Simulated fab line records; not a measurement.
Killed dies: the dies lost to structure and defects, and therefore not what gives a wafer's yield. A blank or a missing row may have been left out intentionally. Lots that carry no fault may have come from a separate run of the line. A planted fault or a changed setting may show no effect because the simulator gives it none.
Split-lot experiment + flow n5Finfet + 39 wafers read from 7 lots, route of 1938 steps

## ABOUT THE SPLIT
At N5_GATE_CUT_ALD_22 (deposits SiNx, target thk 16 nm, pulse time 1 s, ald cycles 320), the setting aldCycles was moved away from the recipe's 320 on 12 of the 39 wafers read, by -15.9% to +16.3%. For the rest of the wafers, this setting stayed at what the recipe calls for.

The reading comes from the split's own step.

## THE READING
SiNx_of_GATE_CUT_ALD_22.thkNm (the simulator's own value, which no gauge read), in nm, at N5_GATE_CUT_ALD_22 (deposits SiNx, target thk 16 nm, pulse time 1 s, ald cycles 320). The file does not state a usual value for it. Average 16.0 nm, standard deviation 0.052 nm, over the 27 wafers here run with the recipe.

| wafer  | tool, chamber at the split | aldCycles as run | against the recipe | SiNx_of_GATE_CUT_ALD_22.thkNm, nm | against lot-mates on the recipe |
|--------|----------------------------|------------------|--------------------|-----------------------------------|---------------------------------|
| L077.1 | aldSin-04, 1,0,3,2,2,3     | 320              | recipe             | 16                                | -                               |
| L077.2 | aldSin-04, 1,0,3,2,2,3     | 320              | recipe             | 16                                | -                               |
| L077.3 | aldSin-04, 1,0,3,2,2,3     | 320              | recipe             | 16                                | -                               |
| L077.4 | aldSin-04, 1,0,3,2,2,3     | 320              | recipe             | 16                                | -                               |
| L077.5 | aldSin-04, 1,0,3,2,2,3     | 320              | recipe             | 16                                | -                               |
| L077.6 | aldSin-04, 1,0,3,2,2,3     | 320              | recipe             | 16                                | -                               |
| L079.1 | aldSin-03, 1,0             | 320              | recipe             | 16                                | -                               |
| L079.2 | aldSin-03, 1,0             | 320              | recipe             | 16                                | -                               |
| L079.3 | aldSin-03, 3               | 320              | recipe             | 16.2                              | -                               |
| L080.1 | aldSin-02, 3,1,0           | 320              | recipe             | 16                                | -                               |
| L080.2 | aldSin-02, 3,1,0           | 320              | recipe             | 16                                | -                               |
| L080.4 | aldSin-02, 3,1,0           | 320              | recipe             | 16                                | -                               |
| L080.3 | aldSin-02, 2,3,0           | 372              | +16.3%             | 18.6                              | +2.6                            |
| L080.5 | aldSin-02, 2,3,0           | 372              | +16.3%             | 18.6                              | +2.6                            |
| L080.6 | aldSin-02, 2,3,0           | 372              | +16.3%             | 18.6                              | +2.6                            |
| L083.1 | aldSin-03, 2               | 320              | recipe             | 16.2                              | -                               |
| L083.2 | aldSin-03, 1               | 269              | -15.9%             | 13.4                              | -2.7                            |
| L083.3 | aldSin-03, 0,3             | 320              | recipe             | 16                                | -                               |
| L083.5 | aldSin-03, 0,3             | 320              | recipe             | 16                                | -                               |
| L083.4 | aldSin-03, 3,0             | 269              | -15.9%             | 13.6                              | -2.5                            |
| L083.6 | aldSin-03, 3,0             | 269              | -15.9%             | 13.6                              | -2.5                            |
| L085.1 | aldSin-03, 0,2,1           | 320              | recipe             | 16                                | -                               |
| L085.4 | aldSin-03, 0,2,1           | 320              | recipe             | 16                                | -                               |
| L085.6 | aldSin-03, 0,2,1           | 320              | recipe             | 16                                | -                               |
| L085.2 | aldSin-03, 1,0             | 284              | -11.3%             | 14.2                              | -1.8                            |
| L085.5 | aldSin-03, 1,0             | 284              | -11.3%             | 14.2                              | -1.8                            |
| L085.3 | aldSin-03, 3               | 284              | -11.3%             | 14.4                              | -1.6                            |
| L091.1 | aldSin-03, 2,0,3,1,3,0     | 320              | recipe             | 16                                | -                               |
| L091.2 | aldSin-03, 2,0,3,1,3,0     | 320              | recipe             | 16                                | -                               |
| L091.3 | aldSin-03, 2,0,3,1,3,0     | 320              | recipe             | 16                                | -                               |
| L091.4 | aldSin-03, 2,0,3,1,3,0     | 320              | recipe             | 16                                | -                               |
| L091.5 | aldSin-03, 2,0,3,1,3,0     | 320              | recipe             | 16                                | -                               |
| L091.6 | aldSin-03, 2,0,3,1,3,0     | 320              | recipe             | 16                                | -                               |
| L094.1 | aldSin-03, 3,2,0           | 352              | +10.0%             | 17.6                              | +1.6                            |
| L094.3 | aldSin-03, 3,2,0           | 352              | +10.0%             | 17.6                              | +1.6                            |
| L094.5 | aldSin-03, 3,2,0           | 352              | +10.0%             | 17.6                              | +1.6                            |
| L094.2 | aldSin-03, 0,1,1           | 320              | recipe             | 16                                | -                               |
| L094.4 | aldSin-03, 0,1,1           | 320              | recipe             | 16                                | -                               |
| L094.6 | aldSin-03, 0,1,1           | 320              | recipe             | 16                                | -                               |
If several chambers appear in one row, that row covers several wafers at once and the file leaves open which wafer was in which chamber.

THE FIT
A straight line over all 39 wafers: SiNx_of_GATE_CUT_ALD_22.thkNm changes by +0.157 nm for each +1% of aldCycles; r = +1.00; the points scatter about the line by 0.06 nm.
The same after taking each lot's own level away (the mean of its wafers on the recipe; 39 wafers): +0.159 nm for each +1%; r = +1.00; scatter 0.056 nm.
Per that fit: largest aldCycles move, reading shift of 2.6 nm.
Across the lots, their own levels run from 16.00 to 16.07 nm, a range of 1.3 times the standard deviation given above.
Consequently the slope shifts little with the lot-to-lot level, the two slopes agreeing.
Check: with one of the wafers moved furthest among these (+16.3%) left out of the fit, the line predicts +2.58 nm for it against its lot-mates. It came out at +2.6 nm against them.

## ADDITIONAL SPLITS CARRIED BY THESE WAFERS
Before the reading, these wafers also passed through other splits. Each is held against what the fit with the lots' levels taken away leaves over:
| other split on the same wafers     | wafers away from the commonest value | r with SiNx_of_GATE_CUT_ALD_22.thkNm (lot level and that fit taken away) |
|------------------------------------|--------------------------------------|--------------------------------------------------------------------------|
| N5_FIN_SAQP_ETCH_52 sourceW        | 15                                   | +0.00                                                                    |
| N5_DUMMY_GATE_ETCH_37 sourceW      | 12                                   | -0.07                                                                    |
| N5_DUMMY_GATE_ETCH_31 targetDepthA | 9                                    | -0.08                                                                    |

## FILE'S OWN FIT
SiNx_of_GATE_CUT_ALD_22.thkNm changes by +0.159 nm for each +1% of aldCycles, r = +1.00.
